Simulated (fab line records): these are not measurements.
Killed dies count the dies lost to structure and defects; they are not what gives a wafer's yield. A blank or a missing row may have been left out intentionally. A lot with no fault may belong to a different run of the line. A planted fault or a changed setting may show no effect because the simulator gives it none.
The same fault as seen by 2 desks / flow n5-finfet / every desk sees just its own numbers, and what lay behind them comes last

THE TOOL OWNER'S DESK: litho-track-03
The tool's own readings at N5_BEOL_M12_PEB_08 (peb time 90 s): means of the sampled wafers that have a number, for each lot that ran on this tool. Any lot whose mean is over 4 standard deviations away from the usual mean is out of limits and marked OUT; that distance is given in the brackets.
Columns: A = heater-power-total-W at N5_BEOL_M12_PEB_08, usual 172.5 W; B = plate-temp-C at N5_BEOL_M12_PEB_08, usual 129.98 C
lot=L636; first seen here=day 11 08:26; A=172.6; B=130.08
lot=L639; first seen here=day 11 20:16; A=172.9; B=129.93
lot=L641; first seen here=day 12 13:50; A=171.0; B=129.91
lot=L640; first seen here=day 12 14:08; A=171.6; B=129.95
lot=L642; first seen here=day 12 16:30; A=172.3; B=130.06
lot=L648; first seen here=day 14 13:36; A=171.9; B=130.15
lot=L651; first seen here=day 15 01:16; A=166.1 (-8.0) OUT; B=126.42 (-30) OUT
lot=L650; first seen here=day 15 04:01; A=165.8 (-8.4) OUT; B=126.46 (-29) OUT
Finding of this desk: L650, L651 out of limits; the first was L651 at day 15 01:16, on heater-power-total-W at N5_BEOL_M12_PEB_08. Within limits: L636, L639, L641, L640, L642, L648.

AT THE METROLOGY DESK
Lot by lot, what the gauges showed, no matter which tool ran the lot: averages of those sampled wafers that carry a number. Any lot whose mean is over 4 standard deviations away from the usual mean is out of limits and marked OUT; that distance is given in the brackets.
Columns: A = cd-nm at N5_BEOL_M12_CD_MEAS_10, usual 140 nm
lot=L633; first seen here=day 10 17:56; A=142
lot=L636; first seen here=day 11 08:32; A=140
lot=L635; first seen here=day 11 11:50; A=138
lot=L639; first seen here=day 11 20:23; A=140
lot=L641; first seen here=day 12 13:57; A=141
lot=L640; first seen here=day 12 14:14; A=140
lot=L642; first seen here=day 12 16:37; A=144
lot=L643; first seen here=day 12 20:07; A=139
lot=L645; first seen here=day 13 21:00; A=140
lot=L646; first seen here=day 14 04:21; A=138
lot=L648; first seen here=day 14 13:43; A=142
lot=L651; first seen here=day 15 01:23; A=127 (-4.1) OUT
lot=L650; first seen here=day 15 04:07; A=130
lot=L654; first seen here=day 15 21:01; A=144
Finding of this desk: L651 out of limits; the first was L651 at day 15 01:23, on cd-nm at N5_BEOL_M12_CD_MEAS_10. Within limits: L633, L636, L635, L639, L641, L640, L642, L643, L645, L646, L648, L650, L654.

TAKEN TOGETHER
On L650, L651, at day 15 01:16, an alarm was possible from the tool owner's desk.
L651 would have let the metrology desk raise an alarm at day 15 01:23.
The metrology desk has L650 on record, within its limits.
N5_BEOL_M12_PEB_08 was run on litho-track-03 by each of the lots named.

WHAT THE SIMULATOR HAD INSERTED
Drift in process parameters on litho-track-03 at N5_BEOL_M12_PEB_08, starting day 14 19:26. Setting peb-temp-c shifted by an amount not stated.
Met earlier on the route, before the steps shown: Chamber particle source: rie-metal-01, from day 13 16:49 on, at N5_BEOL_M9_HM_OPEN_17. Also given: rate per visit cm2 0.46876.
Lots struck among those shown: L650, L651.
Hours from the fault's start to each desk's first reading out of limits: the tool owner's desk, 6; the metrology desk, 6.
